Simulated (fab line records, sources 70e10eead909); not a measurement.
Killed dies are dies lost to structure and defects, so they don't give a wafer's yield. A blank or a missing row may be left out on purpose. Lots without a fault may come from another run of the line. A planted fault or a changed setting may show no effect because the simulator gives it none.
Which tool did it? | flow nand_harc | 13 lots, 39 wafers sampled, at 6 steps of a route of 1159

WHAT THE GAUGES READ, wafer by wafer
NHARC_P_ZERO_WELL_CD_MEAS_37: target cd 720 nm. Usual: cd_nm 719.7 nm, standard deviation 1.2.
lot  | measured    | on        | cd_nm (nm)        | flag
L525 | day 1 16:07 | cd_sem-03 | 723.4 720.0 720.2 |
L526 | day 1 22:06 | cd_sem-02 | 719.7 719.3 721.7 |
L527 | day 2 04:06 | cd_sem-02 | 718.3 719.2 717.3 |
L528 | day 2 10:00 | cd_sem-03 | 719.8 717.8 718.2 |
L530 | day 2 22:10 | cd_sem-03 | 719.9 717.0 719.8 |
L533 | day 3 16:15 | cd_sem-03 | 718.8 718.7 718.6 |
L535 | day 4 04:13 | cd_sem-02 | 719.4 718.5 718.6 |
L537 | day 4 16:14 | cd_sem-03 | 720.1 720.4 718.9 |
L544 | day 6 10:25 | cd_sem-01 | 718.5 719.8 718.3 |
L545 | day 6 16:30 | cd_sem-02 | 718.4 718.7 721.7 |
L546 | day 6 22:16 | cd_sem-02 | 719.7 718.3 718.5 |
L547 | day 7 04:15 | cd_sem-01 | 719.5 721.6 717.7 |
L548 | day 7 10:15 | cd_sem-01 | 721.9 720.1 720.2 |

NHARC_P_GATE_CD_MEAS_59: target cd 720 nm. Usual: cd_nm 720.1 nm, standard deviation 1.4.
lot  | measured     | on        | cd_nm (nm)                          | flag
L525 | day 5 09:10  | cd_sem-01 | 718.8 719.9 721.0                   |
L526 | day 5 15:54  | cd_sem-02 | 719.7 719.8 719.3                   |
L527 | day 5 15:42  | cd_sem-03 | 718.7 720.0 720.4                   |
L528 | day 6 05:34  | cd_sem-01 | 719.2 719.0 720.7                   |
L530 | day 6 14:01  | cd_sem-01 | 721.4 722.5 722.4                   |
L533 | day 7 12:45  | cd_sem-02 | 740.7 739.8 741.4 740.4 739.6 741.0 | OFF
L535 | day 8 05:51  | cd_sem-02 | 719.2 720.7 721.3                   |
L537 | day 8 12:55  | cd_sem-02 | 717.1 718.2 719.4                   |
L544 | day 9 20:03  | cd_sem-01 | 720.5 721.0 720.7                   |
L545 | day 10 08:08 | cd_sem-01 | 720.8 720.0 720.2                   |
L546 | day 10 15:32 | cd_sem-01 | 722.9 721.6 721.6                   |
L547 | day 10 15:55 | cd_sem-03 | 719.7 721.6 721.1                   |
L548 | day 10 15:43 | cd_sem-02 | 722.2 721.8 721.2                   |

NHARC_P_CONTACT_OVL_MEAS_13. Usual: overlay_x_nm -0.1 nm, standard deviation 0.93; overlay_y_nm 0.1 nm, standard deviation 0.86.
lot  | measured     | on         | overlay_x_nm (nm) | overlay_y_nm (nm) | flag
L525 | day 5 15:31  | overlay-01 | 0.9 0.7 0.3       | 0.6 1.2 1.1       |
L526 | day 5 22:36  | overlay-02 | -0.6 -0.3 -0.2    | -1.5 -0.7 -1.7    |
L527 | day 5 22:25  | overlay-01 | -1.5 -1.8 -1.8    | 0.7 0.5 0.0       |
L528 | day 6 12:21  | overlay-02 | 1.0 -0.1 1.2      | -0.2 -1.3 -0.2    |
L530 | day 6 20:25  | overlay-02 | -0.7 -0.5 -0.9    | -1.1 -1.5 -1.2    |
L533 | day 8 02:38  | overlay-01 | 1.2 1.2 1.2       | 2.2 1.4 2.5       |
L535 | day 8 12:17  | overlay-01 | 0.4 -0.7 -0.3     | -0.2 -0.6 -0.4    |
L537 | day 8 19:26  | overlay-01 | 0.7 1.0 1.3       | 1.9 1.9 1.8       |
L544 | day 10 02:40 | overlay-01 | -1.4 -0.7 -1.2    | 0.7 0.2 0.4       |
L545 | day 10 15:13 | overlay-01 | -0.7 -0.8 -0.6    | 0.3 0.3 -0.1      |
L546 | day 10 21:47 | overlay-02 | -1.3 -1.8 -2.1    | 0.2 -0.3 0.0      |
L547 | day 10 23:14 | overlay-01 | -1.0 -0.7 -1.1    | 0.1 0.7 0.7       |
L548 | day 10 22:12 | overlay-01 | 2.1 2.1 2.3       | -0.1 -0.1 -0.2    |

NHARC_END_SORT_01. Usual: killed_at_array 27, standard deviation 9.8; killed_at_other 0.6, standard deviation 0.83; killed_at_periphery 3.5, standard deviation 2.4; killed_dies 31, standard deviation 9.6; killed_open 3.1, standard deviation 1.9; killed_short 2.0, standard deviation 1.5.
lot  | measured     | on        | killed_at_array | killed_at_other | killed_at_periphery | killed_dies | killed_open | killed_short | flag
L533 | day 22 13:37 | prober-01 | 37 27           | 1 0             | 1 3                 | 39 30       | 6 3         | 4 1          |

WHICH TOOL RAN EACH LOT (tool, then ch and the chambers of the sampled wafers, then the start)
lot  | NHARC_P_GATE_EXPOSE_56            | NHARC_P_CONTACT_DEP_00
L525 | krf_scanner-04 ch 0, day 5 09:01  | pecvd-03 ch 1,2, day 5 15:31 or earlier
L526 | krf_scanner-04 ch 0, day 5 15:44  | pecvd-02 ch 0,1,2, day 5 22:36 or earlier
L527 | krf_scanner-01 ch 0, day 5 15:33  | pecvd-01 ch 0,2, day 5 22:25 or earlier
L528 | krf_scanner-03 ch 0, day 6 05:25  | pecvd-01 ch 0,1, day 6 10:48
L530 | krf_scanner-04 ch 0, day 6 13:52  | pecvd-03 ch 0,1,2, day 6 20:25 or earlier
L533 | krf_scanner-04 ch 0, day 7 12:36  | pecvd-03 ch 0,2, day 8 02:38 or earlier
L535 | krf_scanner-04 ch 0, day 8 05:41  | pecvd-02 ch 1,2, day 8 12:17 or earlier
L537 | krf_scanner-04 ch 0, day 8 12:46  | pecvd-02 ch 0,1, day 8 19:26 or earlier
L544 | krf_scanner-03 ch 0, day 9 19:53  | pecvd-02 ch 0,1,2, day 10 02:40 or earlier
L545 | krf_scanner-03 ch 0, day 10 07:58 | pecvd-03 ch 0,1,2, day 10 15:13 or earlier
L546 | krf_scanner-01 ch 0, day 10 15:23 | pecvd-02 ch 0,1,2, day 10 21:47 or earlier
L547 | krf_scanner-01 ch 0, day 10 15:46 | pecvd-03 ch 0,2, day 10 21:43
L548 | krf_scanner-04 ch 0, day 10 15:34 | pecvd-01 ch 0,1, day 10 22:12 or earlier
- NHARC_P_GATE_EXPOSE_56: exposes mask P PSD, target cd 720 nm.
- NHARC_P_CONTACT_DEP_00: deposits SiO2, target thk 500 nm.

WHAT THE TOOLS THEMSELVES READ (means of the sampled wafers that have a number; where no wafer has one, the mark that the record gives instead)
NHARC_P_GATE_EXPOSE_56. Usual: exposure_dose_mJ_cm2 14.807, standard deviation 0.017.
lot  | tool           | exposure_dose_mJ_cm2 | flag
L525 | krf_scanner-04 | 14.803               |
L526 | krf_scanner-04 | 14.804               |
L527 | krf_scanner-01 | 14.823               |
L528 | krf_scanner-03 | 14.814               |
L530 | krf_scanner-04 | 14.805               |
L533 | krf_scanner-04 | 14.807               |
L535 | krf_scanner-04 | 14.810               |
L537 | krf_scanner-04 | 14.819               |
L544 | krf_scanner-03 | 14.805               |
L545 | krf_scanner-03 | 14.813               |
L546 | krf_scanner-01 | 14.834               |
L547 | krf_scanner-01 | 14.819               |
L548 | krf_scanner-04 | 14.801               |

NHARC_P_CONTACT_DEP_00. Usual: heater_power_outer_w 340 W, standard deviation 59; heater_power_w 586 W, standard deviation 79; throttle_valve_pct 15.9 %, standard deviation 0.49.
lot  | tool     | heater_power_outer_w (W) | heater_power_w (W) | throttle_valve_pct (%) | flag
L525 | pecvd-03 | 373                      | 658                | 15.9                   |
L526 | pecvd-02 | 277                      | 487                | 16.0                   |
L527 | pecvd-01 | 367                      | 549                | 16.1                   |
L528 | pecvd-01 | 349                      | 615                | 15.5                   |
L530 | pecvd-03 | 365                      | 637                | 15.7                   |
L533 | pecvd-03 | 432                      | 708                | 16.3                   |
L535 | pecvd-02 | 285                      | 522                | 15.5                   |
L537 | pecvd-02 | 319                      | 533                | 16.3                   |
L544 | pecvd-02 | 306                      | 535                | 15.9                   |
L545 | pecvd-03 | 356                      | 608                | 16.1                   |
L546 | pecvd-02 | 319                      | 551                | 15.9                   |
L547 | pecvd-03 | 408                      | 674                | 16.3                   |
L548 | pecvd-01 | 369                      | 618                | 16.1                   |

THE ANSWER, worked out from the rows above alone
Rule: a lot is off if the mean of its wafers that have a number lies more than 3 standard deviations from the usual mean. A lot without any number at a reading at which 4 lots or more have one is off too. The other lots that the step has rows for count as sound. The gauges are gone through in route order, then the tools' own readings, and for those a lot's mean is taken as printed above. The first step at which some lot is off is used, and at that step the reading that is off furthest; a lot without a number counts as furthest.
Off: L533, at NHARC_P_GATE_CD_MEAS_59 (cd_nm).
A tool fits if, at a process step before that reading, it ran every lot that is off, and no sound lot after the first of them. The gauges at NHARC_P_GATE_CD_MEAS_59 are tried like those tools. None of those tried fits.

WHAT THE SIMULATOR HAD PUT IN
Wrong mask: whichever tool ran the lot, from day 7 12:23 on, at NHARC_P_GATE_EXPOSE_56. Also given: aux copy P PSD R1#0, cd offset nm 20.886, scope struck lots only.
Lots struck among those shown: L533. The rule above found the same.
